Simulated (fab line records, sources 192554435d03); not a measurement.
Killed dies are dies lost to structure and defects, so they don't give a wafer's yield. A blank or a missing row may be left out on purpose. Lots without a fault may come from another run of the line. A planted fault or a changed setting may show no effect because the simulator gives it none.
Split-lot experiment | flow n5_finfet | 7 lots, 21 wafers read, on a route of 1938 steps

THE SPLIT
At N5_BEOL_M10_ETCH_41 (etches SiCN in CH3F/O2, target depth 42.6 nm, time 86 s), the setting source_w was moved away from the recipe's 395 W on 8 of the 21 wafers read, by -16.2% to +16.3%. The other wafers ran this setting at the recipe's value.

The reading is taken at the split's own step.

THE READING
rf_vpp_V, in V, at N5_BEOL_M10_ETCH_41 (etches SiCN in CH3F/O2, target depth 42.6 nm, time 86 s). Fault-free wafers of this fab line usually give 297.3 V, standard deviation 1.8 V.

wafer  | tool, chamber at the split | source_w as run, W | against the recipe | rf_vpp_V, V | against lot-mates on the recipe
L074.2 | rie_diel-05, 3             | 395                | recipe             | 294.1       | -
L074.5 | rie_diel-05, 3             | 344.1              | -12.9%             | 309.0       | +12.8
L074.6 | rie_diel-05, 1             | 395                | recipe             | 298.4       | -
L076.2 | rie_diel-05, 1             | 430.7              | +9.0%              | 286.9       | -12.8
L076.3 | rie_diel-05, 0             | 395                | recipe             | 299.7       | -
L076.5 | rie_diel-05, 0             | 395                | recipe             | 299.7       | -
L078.1 | rie_diel-05, 1             | 335.3              | -15.1%             | 311.9       | +12.7
L078.2 | rie_diel-05, 2             | 395                | recipe             | 299.2       | -
L078.6 | rie_diel-05, 1             | 335.3              | -15.1%             | 311.7       | +12.5
L085.4 | rie_diel-05, 0             | 395                | recipe             | 298.9       | -
L085.5 | rie_diel-05, 3             | 395                | recipe             | 300.3       | -
L085.6 | rie_diel-05, 2             | 395                | recipe             | 299.3       | -
L089.3 | rie_diel-04, 1             | 331                | -16.2%             | 313.4       | +15.3
L089.4 | rie_diel-04, 3             | 395                | recipe             | 298.1       | -
L089.5 | rie_diel-04, 1             | 331                | -16.2%             | 313.8       | +15.7
L092.3 | rie_diel-04, 1             | 395                | recipe             | 295.2       | -
L092.4 | rie_diel-04, 3             | 395                | recipe             | 298.1       | -
L092.6 | rie_diel-04, 1             | 395                | recipe             | 293.9       | -
L094.1 | rie_diel-05, 2             | 459.2              | +16.3%             | 284.6       | -10.9
L094.2 | rie_diel-05, 3             | 459.2              | +16.3%             | 283.4       | -12.1
L094.6 | rie_diel-05, 1             | 395                | recipe             | 295.5       | -

THE FIT
A straight line over all 21 wafers: rf_vpp_V changes by -0.925 V for each +1% of source_w; r = -0.98; the points scatter about the line by 2 V.
The same after taking each lot's own level away (the mean of its wafers on the recipe; 21 wafers): -0.871 V for each +1%; r = -0.98; scatter 1.8 V.
On that fit, the largest move of source_w shifts the reading by 14 V.
The lots' own levels span 295.50 to 299.70 V, that is 2.3 times the standard deviation above.
So the lot-to-lot level changes the slope little: the two slopes agree.
Check: with one of the wafers moved furthest among these (+16.3%) left out of the fit, the line predicts -14.9 V for it against its lot-mates. It came out at -10.9 V against them.
Tool readings at the split's step, against how far the setting was moved: rf_vpp_V r = -0.98.

OTHER SPLITS ON THESE WAFERS
These wafers also went through other splits before the reading. Each is held against what the fit with the lots' levels taken away leaves over:
other split on the same wafers   | wafers away from the commonest value | r with rf_vpp_V (lot level and that fit taken away)
N5_BEOL_M9_ALD_74 ald_cycles     | 8                                    | +0.06
N5_BEOL_M10_VIA_ETCH_34 source_w | 9                                    | -0.26

THE FILE'S OWN FIT
rf_vpp_V changes by -0.906 V for each +1% of source_w, r = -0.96.
